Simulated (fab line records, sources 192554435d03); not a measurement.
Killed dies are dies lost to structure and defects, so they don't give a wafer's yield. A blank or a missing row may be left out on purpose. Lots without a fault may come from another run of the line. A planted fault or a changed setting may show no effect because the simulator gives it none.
fab line records | flow n5_finfet
record lots=9 wafers=27 last_day=17
route steps=1938 shown BEOL_M2@891 BEOL_M4@1111
lots that met no fault: from a run of the same line without faults
start_h: hours from the record's first day to the start of the lot's first wafer shown | wait_h: hours since the lot's step before | " the same as in the row above | L1.1+2: a row that stands for several wafers | - no value, or no start given | * or withheld: withheld | < > ~ a bound
route shown NAME@n: a module of which the file shows steps, and the number in the route of the first | usual: mean/standard deviation of fault-free wafers | same: alike in all rows | chamber/n: place in a boat | sites: the reading at each site | _std_site: their standard deviation | _edge_site: outer sites' mean less inner sites' | radius_mm: how far each site lies from the wafer's centre | mask NAME#n: copy n | behind: the tool/chamber that last shaped the wafer | hold: why the lot was held/for how many hours/how that ended | device: the transistor (n, p or np) that didn't switch | end of line: the same wafers' tests at the end of the route | a step without rows: its recipe alone | killed: dies lost to structure and defects at the first sort, not the wafer's yield | map: a wafer's dies, x killed, . not, _ none there
set.NAME: the setting as run; set.NAME@STEP: as run at that earlier step | model.NAME: the simulator's own value behind a step, which no gauge read
steps of the route over a sample of lots; a table a step, a row a wafer
services: from which hour (start_h, from the record's first day; less than 0 if before it) a tool's chamber was out of use, for how many hours, and why
## steps
# step N5_BEOL_M2_ETCH_41
# recipe chemistry=CH3F/O2 target=SiCN target_depth_a=299 taper_deg=2 time_s=52.5 ion_energy_ev=120 mask_material=TiN pressure_mtorr=30 source_w=395 bias_w=75 Ar_flow_sccm=150 CH3F_flow_sccm=30 O2_flow_sccm=20
# usual chamber_pressure_mTorr=29.997/0.028 drypump_motor_current_A=5.7/0.34 oes_product_au=0.82/0.091 rf_vpp_V=297.7/1.5 showerhead_plenum_p_Torr=2.02/0.067 throttle_valve_pct=16.38/0.2
# columns lot.wafer tool chamber start_h wait_h chamber_pressure_mTorr drypump_motor_current_A oes_product_au rf_hours_counter_h rf_vpp_V showerhead_plenum_p_Torr throttle_valve_pct
L137.1 rie_diel-03 0 - - 29.982 5.6 0.71 187 298.7 2.06 16.69
L137.3 " 3 " " 29.999 5.6 0.85 56 298.1 2.05 16.21
L137.5 " 0 " " 30.026 5.6 0.71 - 298.4 2.06 16.68
L139.1 rie_diel-01 2 - - 30.013 6.2 1.01 3 297.7 2.07 16.32
L139.3 " 0 " " 29.989 6.2 0.81 114 297.5 2.03 16.48
L139.6 " 1 " " 30.044 5.9 0.80 - 298.7 2.10 16.15
L140.1 rie_diel-03 1 - - 29.995 5.4 0.71 209 295.8 1.90 16.61
L140.3 " 2 " " 29.999 5.7 0.75 161 295.4 1.92 16.29
L140.5 " 0 " " 30.026 5.5 0.70 - 299.1 2.06 16.67
L141.2 rie_diel-01 2 - - 30.043 6.2 0.99 8 297.8 2.07 16.33
L141.4 " 0 " " 29.974 6.2 0.81 - 298.4 2.02 16.48
L141.5 " 2 " " 30.074 6.2 0.99 - 297.3 2.07 16.32
L144.2 rie_diel-01 1 - - 30.004 5.9 0.77 119 299.6 2.09 16.20
L144.4 " 2 " " 29.970 6.2 0.95 24 297.8 2.07 16.36
L144.5 " 1 " " 30.016 5.9 0.78 - 298.2 2.09 16.18
L150.2 rie_diel-03 0 - - 30.007 5.5 0.70 212 298.8 2.05 16.72
L150.4 " 3 " " 29.978 5.6 0.83 81 297.5 2.04 16.27
L150.6 " 0 " " 30.011 5.5 0.70 - 298.4 2.05 16.74
L152.2 rie_diel-03 3 - - 29.981 5.6 0.83 84 299.4 2.04 16.29
L152.4 " 1 " " 29.963 5.4 0.71 234 295.2 1.90 16.64
L152.6 " 3 " " 30.018 5.6 0.84 - 298.7 2.04 16.28
L156.3 rie_diel-03 3 - - 29.969 5.6 0.82 91 298.0 2.03 16.31
L156.4 " 2 " " 30.005 5.7 0.73 194 295.8 1.91 16.38
L156.5 " 1 " " 29.994 5.4 0.69 - 293.7 1.89 16.65
L158.1 rie_diel-05 1 - - 30.052 5.8 0.84 73 297.6 2.04 16.11
L158.5 " 2 " " 30.026 5.9 0.90 - 295.3 1.95 16.51
L158.6 " 3 " " 30.021 5.3 0.89 - 297.6 1.94 16.47
# step N5_BEOL_M2_SPUTTER_88
# recipe material=Cu target_thk_a=45 temp_c=-20 chamber_pressure_pa=0.07 power_w=withheld time_s=8.29
# usual throttle_valve_pct=30.5/0.84
# columns lot.wafer tool chamber start_h wait_h throttle_valve_pct
L137.1 pvd_sputter-02 - 160.69 0.1 30.6
L137.3 " - " " 30.6
L137.5 " - " " 30.8
L139.1 pvd_sputter-03 - 161.40 0.1 31.2
L139.3 " - " " 32.3
L139.6 " - " " 31.0
L140.1 pvd_sputter-02 - 164.48 0.1 29.5
L140.3 " - " " 30.4
L140.5 " - " " 30.5
L141.2 pvd_sputter-02 - 168.70 0.1 30.5
L141.4 " - " " 29.7
L141.5 " - " " 30.6
L144.2 pvd_sputter-03 - 198.54 0.1 29.7
L144.4 " - " " 32.2
L144.5 " - " " 31.2
L150.2 pvd_sputter-03 - 226.88 0.1 29.0
L150.4 " - " " 32.1
L150.6 " - " " 32.0
L152.2 pvd_sputter-02 - 236.99 0.1 30.3
L152.4 " - " " 30.7
L152.6 " - " " 30.3
L156.3 pvd_sputter-02 - 258.53 0.1 30.4
L156.4 " - " " 30.6
L156.5 " - " " 30.1
L158.1 pvd_sputter-03 - 272.87 0.1 30.0
L158.5 " - " " 29.7
L158.6 " - " " 32.1
# step N5_BEOL_M2_ANNEAL_89
# recipe temp_c=400 time_s=240 ambient=vacuum
# usual heater_power_w=842/56 susceptor_temp_C=400.03/0.24 susceptor_temp_C_max=401.0/0.35
# columns lot.wafer tool chamber start_h wait_h heater_power_w susceptor_temp_C susceptor_temp_C_max
L137.1 pvd_sputter-02 - 160.77 0.0 818 399.71 400.6
L137.3 " - " " 842 400.01 400.9
L137.5 " - " " 835 399.92 400.6
L139.1 pvd_sputter-03 - 161.48 0.0 - - -
L139.3 " - " " - - -
L139.6 " - " " - - -
L140.1 pvd_sputter-02 - 164.56 0.0 - - -
L140.3 " - " " - - -
L140.5 " - " " - - -
L141.2 pvd_sputter-02 - 168.78 0.0 - - -
L141.4 " - " " - - -
L141.5 " - " " - - -
L144.2 pvd_sputter-03 - 198.62 0.0 847 400.29 401.3
L144.4 " - " " 910 400.15 401.3
L144.5 " - " " 780 399.86 400.8
L150.2 pvd_sputter-03 - 226.96 0.0 828 400.13 401.4
L150.4 " - " " 916 399.57 400.9
L150.6 " - " " 923 399.67 401.0
L152.2 pvd_sputter-02 - 237.07 0.0 902 399.66 400.7
L152.4 " - " " 810 400.45 401.2
L152.6 " - " " 842 400.22 401.1
L156.3 pvd_sputter-02 - 258.61 0.0 912 400.09 400.9
L156.4 " - " " 807 400.44 401.3
L156.5 " - " " 772 399.92 401.3
L158.1 pvd_sputter-03 - 272.95 0.0 868 400.10 401.0
L158.5 " - " " 833 399.68 400.4
L158.6 " - " " 919 400.52 401.7
# step N5_BEOL_M2_ANNEAL_95
# recipe temp_c=400 time_s=240 ambient=vacuum
# usual heater_power_w=842/56 susceptor_temp_C=400.01/0.21 susceptor_temp_C_max=400.9/0.34
# columns lot.wafer tool chamber start_h wait_h heater_power_w susceptor_temp_C susceptor_temp_C_max
L137.1 pvd_sputter-02 - 161.43 0.0 822 400.06 401.2
L137.3 " - " " 861 399.80 400.8
L137.5 " - " " 852 400.03 400.8
L139.1 pvd_sputter-03 - 162.14 0.0 783 400.21 401.0
L139.3 " - " " 909 400.04 401.3
L139.6 " - " " 790 399.97 400.9
L140.1 pvd_sputter-02 - 165.22 0.0 784 399.90 400.9
L140.3 " - " " 907 399.73 400.8
L140.5 " - " " 936 399.78 400.7
L141.2 pvd_sputter-02 - 169.44 0.0 819 400.00 400.9
L141.4 " - " " 792 400.09 401.3
L141.5 " - " " 933 400.11 401.0
L144.2 pvd_sputter-03 - 199.28 0.0 841 400.10 401.1
L144.4 " - " " 922 399.76 401.1
L144.5 " - " " 755 400.29 401.1
L150.2 pvd_sputter-03 - 227.62 0.0 823 400.07 401.1
L150.4 " - " " 900 400.02 401.0
L150.6 " - " " 909 399.95 401.2
L152.2 pvd_sputter-02 - 237.73 0.0 922 400.08 401.3
L152.4 " - " " 801 399.67 400.4
L152.6 " - " " 841 400.25 401.0
L156.3 pvd_sputter-02 - 259.27 0.0 910 399.77 400.7
L156.4 " - " " 825 399.78 400.4
L156.5 " - " " 790 400.12 401.5
L158.1 pvd_sputter-03 - 273.61 0.0 866 399.75 400.9
L158.5 " - " " 851 399.77 401.0
L158.6 " - " " 911 399.75 401.0
# step N5_BEOL_M4_RC_MEAS_101
# usual DIBL_N=35.4/2.1 DIBL_P=34.8/2.6 IOFF_N=0.15/0.037 IOFF_P=0.19/0.037 ION_N=677/16 ION_P=462/9.3 SS_N=71.4/0.75 SS_P=72.9/0.77 VT_N=250/3.7 VT_P=-251/3.5
# columns lot.wafer tool chamber start_h wait_h DIBL_N[mV/V] DIBL_P[mV/V] IOFF_N[nA/um] IOFF_P[nA/um] ION_N[uA/um] ION_P[uA/um] SS_N[mV/dec] SS_P[mV/dec] VT_N[mV] VT_P[mV]
L137.1 prober-01 0 183.49 0.0 35.6 34.3 0.13 0.14 654 441 71.5 72.4 255 -257
L137.3 " 0 " " 39.3 38.9 0.22 0.20 684 455 73.0 73.8 247 -256
L137.5 " 0 " " 37.9 37.1 0.19 0.18 686 455 72.5 73.3 249 -254
L139.1 prober-01 0 197.97 0.0 35.3 35.4 0.15 0.19 690 464 71.8 73.3 245 -253
L139.3 " 0 " " 36.9 36.0 0.16 0.18 677 453 71.4 72.7 250 -255
L139.6 " 0 " " 31.4 29.3 0.09 0.12 657 449 70.0 71.3 256 -259
L140.1 prober-02 0 198.45 0.2 34.7 35.4 0.15 0.18 697 463 70.7 72.6 249 -256
L140.3 " 0 " " 31.1 31.0 0.09 0.13 665 461 70.3 71.1 256 -256
L140.5 " 0 " " 35.3 35.7 0.14 0.19 679 464 71.1 72.5 249 -252
L141.2 prober-02 0 200.94 0.2 39.0 37.7 0.24 0.23 679 456 72.0 74.2 245 -248
L141.4 " 0 " " 32.9 31.1 0.12 0.15 672 463 70.8 72.4 255 -252
L141.5 " 0 " " 37.2 35.9 0.20 0.21 688 465 72.7 73.9 245 -248
L144.2 prober-01 0 226.99 0.6 35.8 35.1 0.16 0.19 697 474 71.5 72.5 246 -249
L144.4 " 0 " " 36.6 34.8 0.16 0.19 688 464 71.2 73.1 247 -251
L144.5 " 0 " " 36.7 35.7 0.16 0.20 690 471 71.1 72.8 247 -250
L150.2 prober-01 0 252.84 0.2 35.2 34.9 0.15 0.21 683 467 71.2 73.5 248 -248
L150.4 " 0 " " 35.3 34.9 0.14 0.21 679 469 71.3 73.1 249 -249
L150.6 " 0 " " 33.4 32.1 0.12 0.17 674 462 71.4 72.2 254 -250
L152.2 prober-02 0 260.80 0.2 38.6 39.2 0.20 0.24 681 474 72.1 73.5 248 -249
L152.4 " 0 " " 33.9 33.0 0.12 0.15 668 460 71.0 72.4 252 -255
L152.6 " 0 " " 39.1 38.8 0.18 0.23 672 464 71.7 73.8 251 -251
L156.3 prober-01 0 286.65 0.3 36.2 36.9 0.18 0.22 694 472 72.3 72.9 247 -249
L156.4 " 0 " " 37.5 38.8 0.21 0.25 697 472 72.2 73.3 246 -249
L156.5 " 0 " " 37.8 38.8 0.20 0.24 696 471 72.2 73.0 245 -245
L158.1 prober-01 0 303.81 0.3 40.6 40.7 0.28 0.31 709 480 73.2 74.6 241 -246
L158.5 " 0 " " 38.2 37.9 0.23 0.25 708 479 72.2 73.6 244 -245
L158.6 " 0 " " 36.6 36.7 0.18 0.22 702 478 72.0 73.9 246 -247
## services
# columns tool chamber start_h hours kind
rie_diel-01 - 141.22 1.0 repair
rie_diel-05 - 143.37 14.6 pm
rie_diel-03 3 149.91 2.5 repair
rie_diel-01 3 153.44 - clean
rie_diel-01 3 153.44 - consumable_replace:focus_ring
rie_diel-01 3 153.44 - consumable_replace:showerhead
rie_diel-01 3 153.44 27.5 scheduled_down
rie_diel-01 3 153.44 27.5 vent_cycle
rie_diel-05 - 180.40 15.6 pm
rie_diel-03 - 253.52 0.4 repair
rie_diel-05 0 265.47 8.7 repair
## key
first_sign step=N5_BEOL_M2_ANNEAL_89 reading=tool_record direction=missing
effect none on later readings
met_at N5_BEOL_M2_ANNEAL_89
struck_lots L139,L140,L141
not_acting_at N5_BEOL_M2_ETCH_41,N5_BEOL_M2_SPUTTER_88,N5_BEOL_M2_ANNEAL_95
onset_between 160.77 161.48
fault kind=skipped_step_whole tool=pvd_sputter-02,pvd_sputter-03 chamber=- onset_h=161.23 steps=N5_BEOL_M2_ANNEAL_89 scope=struck_lots_only
